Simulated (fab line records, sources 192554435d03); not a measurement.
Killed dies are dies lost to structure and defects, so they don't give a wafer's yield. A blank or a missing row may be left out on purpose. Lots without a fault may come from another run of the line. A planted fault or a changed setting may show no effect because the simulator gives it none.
Split-lot experiment | flow n5_finfet | 7 lots, 21 wafers read, on a route of 1938 steps

THE SPLIT
At N5_GATE_CUT_DESCUM_18 (chemistry O2, time 7 s), the setting time_s was moved away from the recipe's 7 s on 8 of the 21 wafers read, by -7.9% to +17.6%. The other wafers ran this setting at the recipe's value.

The file shows no step between the split and the reading.

THE READING
CAR-EUV_of_GATE_CUT_COAT_07.thk_nm (the simulator's own value, which no gauge read), in nm, at N5_GATE_CUT_ETCH_28 (etches underlayer in N2/H2, target depth 13 nm, time 10.4 s). The file gives no usual value for it. The 13 wafers here that ran the recipe average 14.6 nm, standard deviation 0.15 nm.

wafer  | tool, chamber at the split | time_s as run, s | against the recipe | CAR-EUV_of_GATE_CUT_COAT_07.thk_nm, nm | against lot-mates on the recipe
L074.1 | rie_diel-02, 0,3           | 7                | recipe             | 14.6                                   | -
L074.5 | rie_diel-02, 0,3           | 7                | recipe             | 14.6                                   | -
L074.2 | rie_diel-02, 2             | 8.082            | +15.5%             | 14.2                                   | -0.4
L076.1 | rie_diel-05, 2,1           | 7                | recipe             | 14.4                                   | -
L076.4 | rie_diel-05, 3             | 7                | recipe             | 14.4                                   | -
L076.5 | rie_diel-05, 2,1           | 7                | recipe             | 14.8                                   | -
L079.2 | rie_diel-02, 2,3           | 7                | recipe             | 14.8                                   | -
L079.3 | rie_diel-02, 0             | 7.951            | +13.6%             | 14.2                                   | -0.5
L079.5 | rie_diel-02, 2,3           | 7                | recipe             | 14.6                                   | -
L086.2 | rie_diel-02, 3,1           | 8.215            | +17.4%             | 13.8                                   | -0.6
L086.5 | rie_diel-02, 3,1           | 8.215            | +17.4%             | 13.8                                   | -0.6
L086.3 | rie_diel-02, 1             | 7                | recipe             | 14.4                                   | -
L087.1 | rie_diel-05, 0             | 6.446            | -7.9%              | 15.2                                   | +0.4
L087.6 | rie_diel-05, 0             | 6.446            | -7.9%              | 15.2                                   | +0.4
L087.2 | rie_diel-05, 1             | 7                | recipe             | 14.8                                   | -
L090.3 | rie_diel-05, 3,1           | 7                | recipe             | 14.6                                   | -
L090.5 | rie_diel-05, 0             | 7                | recipe             | 14.8                                   | -
L090.6 | rie_diel-05, 3,1           | 7                | recipe             | 14.8                                   | -
L094.1 | rie_diel-01, 0             | 7                | recipe             | 14.6                                   | -
L094.3 | rie_diel-01, 2             | 8.229            | +17.6%             | 14.2                                   | -0.4
L094.6 | rie_diel-01, 1             | 8.229            | +17.6%             | 14                                     | -0.6
Where a row lists several chambers, the file gives one row for several wafers and doesn't say which wafer went through which chamber.

THE FIT
A straight line over all 21 wafers: CAR-EUV_of_GATE_CUT_COAT_07.thk_nm changes by -0.0412 nm for each +1% of time_s; r = -0.90; the points scatter about the line by 0.17 nm.
The same after taking each lot's own level away (the mean of its wafers on the recipe; 21 wafers): -0.0338 nm for each +1%; r = -0.94; scatter 0.11 nm.
On that fit, the largest move of time_s shifts the reading by 0.59 nm.
The lots' own levels span 14.40 to 14.80 nm, that is 2.6 times the standard deviation above.
So the lot-to-lot level changes the slope: the two fits differ.
Check: with one of the wafers moved furthest among these (+17.6%) left out of the fit, the line predicts -0.605 nm for it against its lot-mates. It came out at -0.4 nm against them.

OTHER SPLITS ON THESE WAFERS
These wafers also went through other splits before the reading. Each is held against what the fit with the lots' levels taken away leaves over:
other split on the same wafers | wafers away from the commonest value | r with CAR-EUV_of_GATE_CUT_COAT_07.thk_nm (lot level and that fit taken away)
N5_DUMMY_GATE_PECVD_30 time_s  | 6                                    | +0.34
N5_SD_EPI_N_EPI_21 time_s      | 4                                    | +0.02
N5_SD_EPI_P_COAT_34 spin_rpm   | 2                                    | +0.07
N5_HKMG_FIN_ETCH_58 source_w   | 5                                    | +0.07

THE WHOLE CHAIN: every reading that the file lists as answering this split, in the file's order
step                  | what it does                                                | reading                                                                             | change (the file's fit)                | r (the file's)
N5_GATE_CUT_DESCUM_18 | chemistry O2, time 7 s                                      | CAR-EUV_of_GATE_CUT_COAT_07.thk_nm (the simulator's own value, which no gauge read) | -0.0356 nm for each +1% of the setting | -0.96
N5_GATE_CUT_ETCH_28   | etches underlayer in N2/H2, target depth 13 nm, time 10.4 s | CAR-EUV_of_GATE_CUT_COAT_07.thk_nm (the simulator's own value, which no gauge read) | -0.0322 nm for each +1% of the setting | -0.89

THE FILE'S OWN FIT
CAR-EUV_of_GATE_CUT_COAT_07.thk_nm changes by -0.0322 nm for each +1% of time_s, r = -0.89.
